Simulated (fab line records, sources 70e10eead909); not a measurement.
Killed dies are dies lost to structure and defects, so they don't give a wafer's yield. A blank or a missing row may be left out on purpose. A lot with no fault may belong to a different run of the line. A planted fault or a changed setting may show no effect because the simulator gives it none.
fab line records | flow nand-harc
[record] lots = 6 wafers = 18 last-day = 23
route steps=1159 shown A_CONTACT@947 A_BLC@964 END@1159
lots that met no fault: taken from a fault-free run of the same line
start-h: hours from the record's first day to the start of the lot's first wafer shown | wait-h: how many hours have passed since the lot's step before this one | " repeats the value in the row above | L1.1+2: several wafers, shown together as one row | - no value, or no start was given | * or withheld: withheld | < > ~ a bound
route shown NAME@n: a module of which the file shows steps, and the number in the route of the first | usual: mean/standard deviation taken from wafers without a fault | same: alike in all rows | chamber/n: place in a boat | sites: each site's reading | _std_site: standard deviation across them | _edge_site: the outer-site mean with the inner-site mean subtracted | radius-mm: for every site, how far away it sits from the centre of the wafer | mask NAME#n: copy n | behind: the last tool/chamber to shape the wafer | hold: what put the lot on hold/how long, in hours/how the hold closed | device: whichever transistor did not switch (one of n, p or np) | end of line: the same wafers' tests at the end of the route | a step without rows: its recipe alone | killed: not the wafer's yield, but the dies lost to structure and defects at the first sort | map: the dies of a wafer, with x for killed, . for not killed, _ for no die there
set.NAME: the setting that was run; set.NAME@STEP: the one run at that earlier step | model.NAME: the simulator's own value behind a step, which no gauge read
lots at selected steps of the route; one table per step, one row per wafer
services: a tool's chamber out of use, with start hour (start-h, from the record's first day; less than 0 if before it), hours out, and reason
[[steps]]
[step NHARC_A_CONTACT_ETCH_138]
[recipe] source-w = withheld pressure-mtorr = 20 bias-v = 3000 time-s = 132 target-depth-a = 12890 ar-flow-sccm = withheld c4f8-flow-sccm = withheld o2-flow-sccm = withheld chemistry = C4F8/O2/Ar
[step NHARC_A_CONTACT_ETCH_139]
[recipe] source-w = withheld pressure-mtorr = 20 bias-v = 400 time-s = 137 target-depth-a = 5900 ar-flow-sccm = withheld c4f8-flow-sccm = 11.5 o2-flow-sccm = 7.2 chemistry = C4F8/O2/Ar
// columns lot.wafer tool chamber start-h wait-h rf-hours-counter-h
L225.2 har-cap-etch-01 1 410.74 0.2 58
L225.4 " 1 " " -
L225.5 " 1 " " -
L227.2 har-cap-etch-03 0 438.79 0.1 91
L227.4 " 0 " " -
L227.6 " 0 " " -
L229.3 har-cap-etch-02 0 445.67 0.2 -
L229.4 " 1 " " -
L229.5 " 1 " " -
L233.1 har-cap-etch-01 0 454.60 0.2 65
L233.3 " 1 " " -
L233.6 " 0 " " -
L232.1 har-cap-etch-02 1 456.31 0.2 22
L232.4 " 0 " " -
L232.5 " 1 " " -
L234.1 har-cap-etch-03 1 487.01 0.1 97
L234.3 " 1 " " -
L234.5 " 0 " " -
[step NHARC_A_CONTACT_ETCH_92]
[recipe] target-depth-a = 400 over-etch-frac = 0.5 time-s = 85.7 ion-energy-ev = 120 ch3f-flow-sccm = 50 o2-flow-sccm = 30 ar-flow-sccm = 200 rf-w = 500 bias-w = 100 chemistry = CH3F/O2
[step NHARC_A_CONTACT_ETCH_98]
[recipe] target-depth-a = 200 over-etch-frac = 0.5 time-s = 10 ion-energy-ev = 250 c4f6-flow-sccm = 25 o2-flow-sccm = 20 ar-flow-sccm = 500 rf-w = 600 bias-w = 500 chemistry = C4F6/O2
[step NHARC_A_CONTACT_CD_MEAS_15]
[usual] cd-nm = 90.2/0.54
// columns lot.wafer tool chamber start-h wait-h cd-nm
L225.2 cd-sem-01 - 411.39 - 89.6
L225.4 " - " " 90.1
L225.5 " - " " 90.0
L227.2 cd-sem-01 - 439.42 - 90.2
L227.4 " - " " 90.6
L227.6 " - " " 89.7
L229.3 cd-sem-01 - 446.27 - 90.3
L229.4 " - " " 90.4
L229.5 " - " " 90.4
L233.1 cd-sem-01 - 455.44 - 91.3
L233.3 " - " " 90.4
L233.6 " - " " 91.1
L232.1 cd-sem-03 - 456.95 - 91.6
L232.4 " - " " 91.2
L232.5 " - " " 90.7
L234.1 cd-sem-02 - 487.60 - 89.7
L234.3 " - " " 89.9
L234.5 " - " " 90.4
[step NHARC_A_CONTACT_STRIP_107]
[recipe] n2-flow-sccm = 150 h2-flow-sccm = 150 ar-flow-sccm = 0 bias-w = 0 chemistry = N2/H2
[step NHARC_A_CONTACT_STRIP_108]
[recipe] cf4-flow-sccm = 100 chf3-flow-sccm = 30 ar-flow-sccm = 0 bias-w = 0 chemistry = CF4/CHF3
[step NHARC_A_CONTACT_STRIP_109]
[recipe] o2-flow-sccm = 400 cos-flow-sccm = 20 ar-flow-sccm = 0 bias-w = 0 chemistry = O2/COS
[step NHARC_A_CONTACT_ETCH_110]
[recipe] target-depth-a = 500 overetch-a = 50 time-s = 27.5 ion-energy-ev = 100 cf4-flow-sccm = 80 o2-flow-sccm = 20 ar-flow-sccm = 0 rf-w = 300 bias-w = 100 chemistry = CF4/O2
[step NHARC_A_CONTACT_STRIP_26]
[recipe] o2-flow-sccm = 500 ar-flow-sccm = 0 bias-w = 0 chemistry = O2
[step NHARC_A_CONTACT_STRIP_27]
[recipe] time-s = 600 temp-c = 30 chemistry = post-etch-residue-remover
[step NHARC_A_CONTACT_ALD_18]
[recipe] target-thk-a = 30 pulse-time-s = 1 ald-cycles = 150 temp-c = 450 material = TiN
[step NHARC_A_CONTACT_CVD_19]
[recipe] target-thk-a = 3000 temp-c = 300 pressure-torr = 40 wf6-flow-sccm = 40 h2-flow-sccm = 1600 ar-flow-sccm = 1560 time-s = 802 material = W
[usual] heater-power-w = 441/67 throttle-valve-pct = 7.89/0.19
// columns lot.wafer tool chamber start-h wait-h heater-power-w throttle-valve-pct
L225.2 cvd-w-02 1 413.13 - 426 7.57
L225.4 " 0 " " 510 7.64
L225.5 " 0 " " 507 7.57
L227.2 cvd-w-01 1 441.47 - 336 8.17
L227.4 " 1 " " 327 8.07
L227.6 " 0 " " 476 7.93
L229.4 cvd-w-02 0 447.81 - 515 7.59
L229.3 " 1 " " 418 7.71
L229.5 " 1 " " 421 7.62
L233.1 cvd-w-01 0 458.50 - 463 8.15
L233.3 " 1 " " 335 8.31
L233.6 " 1 " " 341 8.37
L232.1 cvd-w-01 0 459.12 - 481 8.10
L232.4 " 0 " " 468 8.24
L232.5 " 0 " " 474 8.18
L234.1 cvd-w-02 0 495.83 - 507 7.75
L234.3 " 1 " " 425 7.75
L234.5 " 1 " " 426 7.58
[step NHARC_A_CONTACT_CMP_20]
[recipe] t-overpolish-s = 30 target-thk-nm = 300
[step NHARC_A_CONTACT_SRD_22]
[step NHARC_A_BLC_DEHYDRATE_00]
[recipe] temp-c = 150 time-s = 120
[step NHARC_A_BLC_HMDS_01]
[recipe] time-s = 30
[step NHARC_A_BLC_COAT_02]
[recipe] temp-c = 260 time-s = 75
[step NHARC_A_BLC_COAT_03]
[recipe] temp-c = 225 time-s = 65
[step NHARC_A_BLC_COAT_04]
[recipe] spin-rpm = 1500 resist-thk-nm = 90
[step NHARC_A_BLC_SOFTBAKE_05]
[recipe] temp-c = 105 time-s = 55
[step NHARC_A_BLC_EBR_06]
[step NHARC_A_BLC_EXPOSE_07]
[recipe] na = 1.35 target-cd-nm = 100 dose-mj = 67.97 mask-id = A_BLC
[step NHARC_A_BLC_PEB_08]
[recipe] peb-temp-c = 100 peb-time-s = 65
[step NHARC_A_BLC_DEVELOP_09]
[recipe] develop-time-s = 35 dev-temp-c = 23
[step NHARC_A_BLC_CD_MEAS_10]
[recipe] target-cd-nm = 100 landing-energy-ev = 500
[usual] cd-nm = 100.2/0.56
// columns lot.wafer tool chamber start-h wait-h cd-nm
L225.2 cd-sem-01 0 414.81 - 101.0
L225.4 " 0 " " 101.8
L225.5 " 0 " " 99.7
L227.2 cd-sem-02 0 443.28 - 101.2
L227.4 " 0 " " 100.6
L227.6 " 0 " " 100.0
L229.3 cd-sem-01 0 449.38 - 100.5
L229.4 " 0 " " 100.1
L229.5 " 0 " " 100.2
L233.1 cd-sem-03 0 460.17 - 100.0
L233.3 " 0 " " 100.4
L233.6 " 0 " " 101.0
L232.1 cd-sem-03 0 460.80 - 100.1
L232.4 " 0 " " 99.7
L232.5 " 0 " " 101.0
L234.1 cd-sem-02 0 497.49 - 100.1
L234.3 " 0 " " 99.5
L234.5 " 0 " " 100.4
[step NHARC_A_BLC_OVL_MEAS_11]
[usual] overlay-x-nm = -0.2/0.96 overlay-y-nm = 0.2/0.85
// columns lot.wafer tool chamber start-h wait-h overlay-x-nm overlay-y-nm
L225.2 overlay-02 - 414.90 - 0.4 -0.3
L225.4 " - " " 0.0 -0.8
L225.5 " - " " 0.6 -0.3
L227.2 overlay-02 - 443.36 - -0.8 0.1
L227.4 " - " " -1.3 -0.5
L227.6 " - " " -0.4 0.1
L229.3 overlay-02 - 449.46 - 0.4 0.1
L229.4 " - " " 0.5 0.9
L229.5 " - " " 0.0 0.4
L233.1 overlay-02 - 460.26 - -1.0 0.3
L233.3 " - " " -1.2 -0.3
L233.6 " - " " -1.0 0.4
L232.1 overlay-01 - 460.89 - 0.3 -0.1
L232.4 " - " " 0.5 0.5
L232.5 " - " " 0.6 0.6
L234.1 overlay-02 - 497.58 - 0.9 0.1
L234.3 " - " " 1.6 -0.1
L234.5 " - " " 1.1 0.4
[step NHARC_A_BLC_DESCUM_15]
[recipe] time-s = 3 o2-flow-sccm = 200 ar-flow-sccm = 0 bias-power-w = 0 chemistry = O2
[usual] drypump-motor-current-A = 5.8/0.37 oes-product-au = 1.004/0.009 rf-vpp-V = 57.8/0.88 showerhead-plenum-p-Torr = 1.91/0.1 throttle-valve-pct = 11.311/0.01
// columns lot.wafer tool chamber start-h wait-h drypump-motor-current-A oes-product-au rf-hours-counter-h rf-vpp-V showerhead-plenum-p-Torr throttle-valve-pct
L225.2 rie-diel-02 0 415.00 0.1 5.5 0.987 9 57.6 1.93 11.323
L225.4 " 3 " " 6.2 1.002 8 57.1 1.77 11.311
L225.5 " 1 " " 6.1 1.010 - 57.5 1.80 11.308
L227.4 rie-diel-02 2 443.47 0.1 5.4 0.998 10 58.2 1.88 11.282
L227.2 " 3 " " 6.2 1.008 10 58.3 1.77 11.321
L227.6 " 1 " " 6.1 0.992 - 57.5 1.79 11.316
L229.4 rie-diel-04 0 449.56 0.1 5.7 1.004 14 59.5 2.04 11.329
L229.3 " 2 " " 5.8 0.996 13 58.1 2.06 11.337
L229.5 " 0 " " 5.7 1.000 - 57.5 2.04 11.315
L233.3 rie-diel-12 3 460.36 0.1 6.1 1.002 18 57.9 1.98 11.298
L233.1 " 1 " " 6.0 1.006 35 58.9 1.99 11.323
L233.6 " 0 " " 6.4 0.997 - 56.8 1.82 11.311
L232.1 rie-diel-02 1 460.99 0.1 6.1 1.004 12 57.9 1.79 11.297
L232.4 " 3 " " 6.2 1.023 13 57.2 1.77 11.320
L232.5 " 1 " " 6.1 1.011 - 59.0 1.79 11.325
L234.3 rie-diel-04 3 497.68 0.1 6.2 1.020 2 59.9 1.88 11.327
L234.1 " 0 " " 5.7 1.012 2 59.7 2.04 11.312
L234.5 " 0 " " 5.7 1.007 - 59.8 2.04 11.319
[step NHARC_A_BLC_ETCH_16]
[recipe] target-depth-a = 390 over-etch-frac = 0.3 time-s = 65 ion-energy-ev = 80 cf4-flow-sccm = 150 ar-flow-sccm = 0 rf-w = 300 bias-w = 100 chemistry = CF4
[step NHARC_A_BLC_ETCH_17]
[recipe] target-depth-a = 3900 over-etch-frac = 0.25 time-s = 609.38 ion-energy-ev = 200 n2-flow-sccm = 150 h2-flow-sccm = 150 ar-flow-sccm = 0 rf-w = 400 bias-w = 150 chemistry = N2/H2
[step NHARC_A_BLC_ETCH_18]
[recipe] target-depth-a = 9100 c4f8-flow-sccm = 20 o2-flow-sccm = 10 ar-flow-sccm = withheld rf-w = 600 bias-w = 1500 chemistry = C4F8/O2/Ar
[step NHARC_A_BLC_CD_MEAS_19]
[usual] cd-nm = 100.2/2.6
// columns lot.wafer tool chamber start-h wait-h cd-nm
L225.2 cd-sem-02 - 415.98 - 100.0
L225.4 " - " " 104.0
L225.5 " - " " 101.4
L227.2 cd-sem-02 - 444.43 - 100.3
L227.4 " - " " 101.5
L227.6 " - " " 101.5
L229.3 cd-sem-02 - 450.54 - 96.4
L229.4 " - " " 100.4
L229.5 " - " " 97.0
L233.1 cd-sem-03 - 461.46 - 97.5
L233.3 " - " " 101.0
L233.6 " - " " 98.0
L232.1 cd-sem-01 - 461.96 - 100.6
L232.4 " - " " 105.6
L232.5 " - " " 100.9
L234.1 cd-sem-01 - 498.64 - 103.3
L234.3 " - " " 101.0
L234.5 " - " " 101.9
[step NHARC_A_BLC_STRIP_29]
[recipe] cf4-flow-sccm = 150 ar-flow-sccm = 0 bias-w = 0 chemistry = CF4
[usual] drypump-motor-current-A = 5.7/0.36 oes-product-au = 1.005/0.01 rf-vpp-V = 59.4/0.84 showerhead-plenum-p-Torr = 1.77/0.089 throttle-valve-pct = 13.284/0.0097
// columns lot.wafer tool chamber start-h wait-h drypump-motor-current-A oes-product-au rf-hours-counter-h rf-vpp-V showerhead-plenum-p-Torr throttle-valve-pct
L225.4 rie-diel-04 0 416.07 0.1 5.7 1.002 10 60.6 1.88 13.272
L225.2 " 2 " " 5.8 0.989 10 59.7 1.89 13.275
L225.5 " 0 " " 5.7 0.994 - 59.9 1.88 13.289
L227.2 rie-diel-02 1 444.52 0.1 6.1 1.001 10 58.9 1.67 13.269
L227.4 " 3 " " 6.2 1.012 11 58.1 1.65 13.280
L227.6 " 2 " " 5.4 0.993 - 59.0 1.74 13.267
L229.3 rie-diel-02 1 450.62 0.1 6.1 1.009 11 59.6 1.67 13.284
L229.4 " 3 " " 6.2 1.007 12 58.6 1.65 13.285
L229.5 " 1 " " 6.1 1.002 - 59.9 1.67 13.295
L233.1 rie-diel-02 1 461.56 0.1 6.1 1.004 13 59.9 1.67 13.265
L233.3 " 2 " " 5.4 1.006 13 59.9 1.74 13.287
L233.6 " 3 " " 6.2 1.016 - 58.7 1.65 13.287
L232.1 rie-diel-02 1 462.04 0.1 6.1 0.996 13 58.7 1.67 13.301
L232.4 " 2 " " 5.3 0.999 13 59.4 1.74 13.305
L232.5 " 2 " " 5.4 1.010 - 60.1 1.74 13.300
L234.1 rie-diel-04 0 498.73 0.1 5.7 1.028 2 59.5 1.88 13.274
L234.3 " 1 " " 5.2 1.006 2 60.1 1.86 13.283
L234.5 " 3 " " 6.2 1.020 - 59.2 1.74 13.293
[step NHARC_A_BLC_STRIP_21]
[recipe] o2-flow-sccm = 500 ar-flow-sccm = 0 bias-w = 0 chemistry = O2
[step NHARC_A_BLC_STRIP_22]
[recipe] time-s = 600 temp-c = 30 chemistry = post-etch-residue-remover
[step NHARC_A_BLC_DEGAS_30]
[recipe] temp-c = 300 time-s = 60
[step NHARC_A_BLC_PRE_CLEAN_31]
[recipe] time-s = 15 bias-v = 250 gas = Ar
[step NHARC_A_BLC_PVD_32]
[recipe] target-thk-a = 50 chamber-pressure-pa = 5 power-w = 5000 substrate-temp-c = 200 time-s = 17.7 material = Ti
[usual] substrate-temp-c = 200.00/0.18 throttle-valve-pct = 29.4/0.72
// columns lot.wafer tool chamber start-h wait-h substrate-temp-c throttle-valve-pct
L225.4 pvd-sputter-01 - - - 200.12 30.9
L225.2 " - " " 199.96 29.0
L225.5 " - " " 200.14 31.0
L227.4 pvd-sputter-02 - - - 200.38 29.3
L227.2 " - " " 200.44 29.2
L227.6 " - " " 199.71 29.8
L229.3 pvd-sputter-03 - - - 199.78 29.9
L229.4 " - " " 200.03 28.9
L229.5 " - " " 199.87 29.9
L233.1 pvd-sputter-02 - - - 199.75 29.7
L233.3 " - " " 200.25 29.4
L233.6 " - " " 199.97 29.7
L232.1 pvd-sputter-01 - - - 199.94 30.7
L232.4 " - " " 199.88 29.9
L232.5 " - " " 200.05 29.9
L234.3 pvd-sputter-02 - - - 200.10 29.1
L234.1 " - " " 200.00 29.4
L234.5 " - " " 199.92 29.2
[step NHARC_A_BLC_ALD_23]
[recipe] target-thk-a = 30 pulse-time-s = 1 ald-cycles = 150 temp-c = 450 material = TiN
[usual] heater-power-w = 1090/150 precursor-pulse-height-rel = 0.998/0.021
// columns lot.wafer tool chamber start-h wait-h heater-power-w precursor-pulse-height-rel
L225.2 ald-metal-03 0 416.83 - 973 1.025
L225.4 " 2 " " 1359 1.003
L225.5 " 1 " " 1178 0.980
L227.4 ald-metal-02 2 445.32 - 943 0.990
L227.2 " 1 " " 932 0.982
L227.6 " 3 " " 970 1.013
L229.3 ald-metal-04 2 451.40 - 985 1.039
L229.5 " 2 " " 994 1.014
L229.4 " 0 " " 1014 1.022
L233.1 ald-metal-03 2 462.47 - 1333 0.987
L233.3 " 1 " " 1246 1.008
L233.6 " 3 " " 1103 1.045
L232.1 ald-metal-02 2 462.90 - 958 0.989
L232.4 " 3 " " 965 0.984
L232.5 " 2 " " 942 1.012
L234.3 ald-metal-04 3 499.53 - 1303 1.011
L234.1 " 0 " " 1015 1.003
L234.5 " 2 " " 985 0.982
[step NHARC_END_SORT_01]
[recipe] temp-c = 25
[usual] killed-at-array = 27/12 killed-at-other = 0.5/0.9 killed-at-periphery = 3.7/2.7 killed-dies = 31/12 killed-open = 3.3/2 killed-short = 2.0/1.4
[same] gross-dies = 677
// columns lot.wafer tool chamber start-h wait-h killed-at-array killed-at-other killed-at-periphery killed-dies killed-open killed-short
L225.2 prober-01 0 488.69 2.8 30 0 5 35 5 1
L225.4 prober-01 0 490.30 3.4 23 0 6 29 3 2
L225.5 prober-01 0 491.10 3.7 19 1 4 24 4 0
L227.2 prober-02 0 488.86 2.8 13 0 3 16 5 0
L227.4 prober-02 0 490.47 3.4 6 0 4 10 4 0
L227.6 prober-02 0 492.07 4.0 8 0 3 11 2 0
L229.3 prober-02 0 497.46 3.1 32 3 4 39 2 1
L229.4 prober-02 0 498.25 3.4 21 1 7 29 4 4
L229.5 prober-02 0 499.04 3.7 33 1 6 40 2 1
L233.1 prober-01 0 511.33 2.5 99 0 1 100 1 2
L233.3 prober-01 0 512.92 3.1 121 1 0 122 4 1
L233.6 prober-01 0 515.29 4.0 105 0 4 109 6 1
L232.1 prober-02 0 511.45 2.5 118 0 3 121 2 1
L232.4 prober-02 0 513.82 3.4 109 0 7 116 3 0
L232.5 prober-02 0 514.61 3.7 103 0 6 109 1 1
L234.1 prober-01 0 552.77 2.5 33 0 3 36 3 1
L234.3 prober-01 0 554.35 3.1 63 0 10 73 6 4
L234.5 prober-01 0 555.93 3.7 67 0 6 73 4 1
// killed by level:class
L225.2 A_CHANNEL_HOLE_D1:chamber-film-flake=17 A_M0:geometric-particle:open=4 P_GATE:chamber-film-flake=4 A_STAIRCASE:chamber-film-flake=3 A_CONTACT:chamber-film-flake=3 A_CONTACT:geometric-particle:open=1 A_M0:geometric-particle:short=1 P_ZERO_WELL:chamber-film-flake=1
L227.2 A_SLIT:chamber-film-flake=4 A_CHANNEL_HOLE_D1:chamber-film-flake=3 P_M1:geometric-particle:open=1 P_M2:geometric-particle:open=1 A_CONTACT:geometric-particle:open=1 A_M0:geometric-particle:open=1 A_BONDPAD:geometric-particle:open=1 P_GATE:chamber-film-flake=1
L225.4 A_CHANNEL_HOLE_D1:chamber-film-flake=12 A_M0:geometric-particle:open=2 P_ZERO_WELL:chamber-film-flake=2 P_STI:chamber-film-flake=2 P_GATE:chamber-film-flake=2 A_WL_FILL:chamber-film-flake=2 A_CONTACT:chamber-film-flake=2 A_WL_FILL:geometric-particle:short=1
L227.4 A_SLIT:chamber-film-flake=3 P_GATE:chamber-film-flake=2 P_GATE:geometric-particle:open=1 P_M0:geometric-particle:open=1 A_SGD_CUT:geometric-particle:open=1 A_M1:geometric-particle:open=1 A_CHANNEL_HOLE_D1:chamber-film-flake=1
L225.5 A_CHANNEL_HOLE_D1:chamber-film-flake=10 A_CONTACT:chamber-film-flake=4 A_STAIRCASE:chamber-film-flake=3 P_M0:geometric-particle:open=2 P_STI:chamber-film-flake=2 A_CONTACT:geometric-particle:open=1 A_M0:geometric-particle:open=1 THIN_TSV:chamber-film-flake=1
L227.6 P_M0:chamber-film-flake=2 A_CHANNEL_HOLE_D1:chamber-film-flake=2 A_SLIT:chamber-film-flake=2 A_SOURCE_PLATE:geometric-particle:open=1 A_ONON_D1:geometric-particle:open=1 P_GATE:chamber-film-flake=1 A_STAIRCASE:chamber-film-flake=1 A_CONTACT:chamber-film-flake=1
L229.3 A_SLIT:chamber-film-flake=13 A_ZERO_WELL:chamber-film-flake=4 A_CHANNEL_HOLE_D1:chamber-film-flake=4 A_STAIRCASE:chamber-film-flake=3 A_CONTACT:chamber-film-flake=3 THIN_TSV:chamber-film-flake=3 P_M0:chamber-film-flake=2 A_WL_FILL:geometric-particle:open=1
L229.4 A_SLIT:chamber-film-flake=8 A_CHANNEL_HOLE_D1:chamber-film-flake=3 A_CONTACT:chamber-film-flake=3 A_CHANNEL_HOLE_D1:geometric-particle:short=2 P_STI:chamber-film-flake=2 P_CONTACT:geometric-particle:open=1 P_M0:geometric-particle:short=1 P_M1:geometric-particle:open=1
L229.5 A_SLIT:chamber-film-flake=13 A_STAIRCASE:chamber-film-flake=6 P_ZERO_WELL:chamber-film-flake=3 P_STI:chamber-film-flake=3 A_ZERO_WELL:chamber-film-flake=3 A_CHANNEL_HOLE_D1:chamber-film-flake=3 A_CONTACT:chamber-film-flake=3 A_ONON_D1:geometric-particle:short=1
L233.1 A_CONTACT:unspecified=90 A_CHANNEL_HOLE_D1:chamber-film-flake=2 A_ONON_D1:geometric-particle:open=1 A_SGD_CUT:geometric-particle:short=1 A_CONTACT:geometric-particle:short=1 P_STI:chamber-film-flake=1 A_ZERO_WELL:chamber-film-flake=1 A_STAIRCASE:chamber-film-flake=1
L232.1 A_CONTACT:unspecified=89 A_CHANNEL_HOLE_D1:chamber-film-flake=22 P_M0:chamber-film-flake=2 A_CHANNEL_FILL_D1:chamber-film-flake=2 A_ONON_D1:geometric-particle:open=1 A_WL_FILL:geometric-particle:short=1 A_CONTACT:geometric-particle:open=1 P_STI:chamber-film-flake=1
L233.3 A_CONTACT:unspecified=99 A_STAIRCASE:chamber-film-flake=12 A_CHANNEL_HOLE_D1:chamber-film-flake=3 A_CHANNEL_FILL_D1:geometric-particle:open=2 A_M0:geometric-particle:open=2 A_CHANNEL_FILL_D1:geometric-particle:short=1 A_ZERO_WELL:chamber-film-flake=1 A_CONTACT:chamber-film-flake=1
L232.4 A_CONTACT:unspecified=86 A_CHANNEL_HOLE_D1:chamber-film-flake=15 P_M0:chamber-film-flake=3 A_STAIRCASE:chamber-film-flake=3 P_CONTACT:chamber-film-flake=2 A_WL_FILL:chamber-film-flake=2 P_M0:geometric-particle:open=1 A_ONON_D1:geometric-particle:open=1
L232.5 A_CONTACT:unspecified=86 A_CHANNEL_HOLE_D1:chamber-film-flake=16 P_CONTACT:chamber-film-flake=2 P_STI:geometric-particle:open=1 P_CONTACT:geometric-particle:short=1 P_M0:chamber-film-flake=1 P_M2:chamber-film-flake=1 A_STAIRCASE:chamber-film-flake=1
L233.6 A_CONTACT:unspecified=90 A_CONTACT:chamber-film-flake=7 A_WL_FILL:geometric-particle:open=2 P_GATE:geometric-particle:open=1 A_CHANNEL_FILL_D1:geometric-particle:open=1 A_CONTACT:geometric-particle:short=1 A_CONTACT:geometric-particle:open=1 A_BLC:geometric-particle:open=1
L234.1 A_CHANNEL_HOLE_D1:chamber-film-flake=18 A_SLIT:chamber-film-flake=6 A_CONTACT:chamber-film-flake=5 P_M1:chamber-film-flake=2 P_M0:geometric-particle:open=1 A_ONON_D1:geometric-particle:open=1 A_CONTACT:geometric-particle:open=1 A_BLC:geometric-particle:short=1
L234.3 A_CHANNEL_HOLE_D1:chamber-film-flake=21 A_SLIT:chamber-film-flake=17 P_M1:chamber-film-flake=10 A_CONTACT:chamber-film-flake=8 A_STAIRCASE:chamber-film-flake=4 A_CHANNEL_FILL_D1:geometric-particle:short=2 A_WL_FILL:geometric-particle:open=2 A_M1:geometric-particle:open=2
L234.5 A_CHANNEL_HOLE_D1:chamber-film-flake=27 A_SLIT:chamber-film-flake=20 A_CONTACT:chamber-film-flake=12 A_CONTACT:geometric-particle:open=3 P_GATE:chamber-film-flake=3 P_STI:chamber-film-flake=2 A_CHANNEL_FILL_D1:geometric-particle:open=1 A_BLC:geometric-particle:short=1
// map L232.1 (x killed, . not)
____________.____________
_________......._________
_______..........._______
______.............______
_____......x........_____
____.................____
____.......x.........____
___................x..___
___.x.................___
__.....................__
__..........x........x.__
_.......x...xxxx........_
_..........xxxx........._
_........xxxxxx........._
_........xxxxxxxx......._
_x........xxxxxxxx......_
.........xxxxxxxxx.......
........xxxxxxxxx........
.........xxxxxxxx........
..........xxxxxxx........
........xxxxxxxx.........
_.....xx..xxxxxxxx......_
_......xx.xxxxxx........_
_.....x.x.xxxx.xx......._
_........xx............._
_..x....xxx............._
__....x.xxxx...........__
__.......xx........x...__
___...................___
___......x............___
____.x...............____
____.................____
_____..............._____
______.............______
_______..........._______
_________......._________
____________.____________
// map L233.3 (x killed, . not)
____________.____________
_________......._________
_______..........._______
______.............______
_____..x............_____
____.................____
____...x.....x....xx.____
___...................___
___.....x.x.......x...___
__.....x......xx.xxxx..__
__............xxxxxx...__
_..............xxxxxx..._
_...........x.xxxxxxxxx._
_............xxxxxxxxxx._
_.............xxxxxxxx.._
_...........xxxxxxxxxxx._
.............xxxxxxxxxxx.
......x......xxxxxxxxx.x.
..............xxxxxxx....
.............xxx.xxxx.x..
..............x...xx.....
_x......x......xx.xx.xx._
_...............xx....x._
_..........x............_
_.....................x._
_......................._
__.....x........x......__
__.....................__
___...................___
___...................___
____.................____
____.................____
_____..............._____
______.............______
_______..........x_______
_________......._________
____________.____________
[[services]]
// columns tool chamber start-h hours kind
cvd-w-02 - 387.19 13.0 pm
pvd-sputter-02 - 392.00 10.0 pm
rie-diel-02 0 410.84 - clean
rie-diel-02 1 410.84 - clean
rie-diel-02 2 410.84 - clean
rie-diel-02 3 410.84 - clean
rie-diel-12 3 413.28 24.8 repair
rie-diel-04 2 417.78 2.6 repair
ald-metal-04 - 419.87 10.0 pm
rie-diel-04 2 428.72 7.5 repair
rie-diel-02 3 431.82 3.5 repair
pvd-sputter-01 - 439.33 12.3 repair
ald-metal-03 - 443.49 0.2 repair
cvd-w-01 0 444.03 12.0 repair
cvd-w-01 1 447.00 1.7 repair
cvd-w-02 1 449.08 3.4 repair
rie-diel-12 3 451.21 7.5 repair
pvd-sputter-03 - 458.02 10.0 pm
har-cap-etch-01 - 461.43 0.5 repair
rie-diel-04 - 466.07 9.0 pm
har-cap-etch-03 - 467.09 0.3 repair
cvd-w-01 - 477.88 13.0 pm
pvd-sputter-02 - 480.80 6.0 repair
ald-metal-02 - 486.41 0.8 repair
[[key]]
[first-sign] step = NHARC_END_SORT_01 reading = killed-at-array direction = up sigmas = 7.1 usual = 27 struck = 109
[effect] step = NHARC_END_SORT_01 reading = killed-dies direction = up sigmas = 6.8 usual = 31 struck = 113
[more-kills-born-at] NHARC_A_CONTACT_CVD_19@cvd-w-01 = 540
met-at NHARC_A_CONTACT_CVD_19
struck-wafers L232.1,L232.4,L232.5,L233.1,L233.3,L233.6
tester-left-out L232,L233
also-fits NHARC_A_BLC_STRIP_29:rie-diel-02
[fault] kind = chamber-particle-source tool = cvd-w-01 chamber = - onset-h = 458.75 steps = NHARC_A_CONTACT_CVD_19 rate-per-visit-cm2 = 1.0619 end-h = 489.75
// tester-left-out: of these lots the tester's yield and bins aren't shown, on N5 and GAA mostly nor the transistor test; their killed dies are dies lost to structure and defects alone, not to doping, threshold or leakage, so they don't give the yield
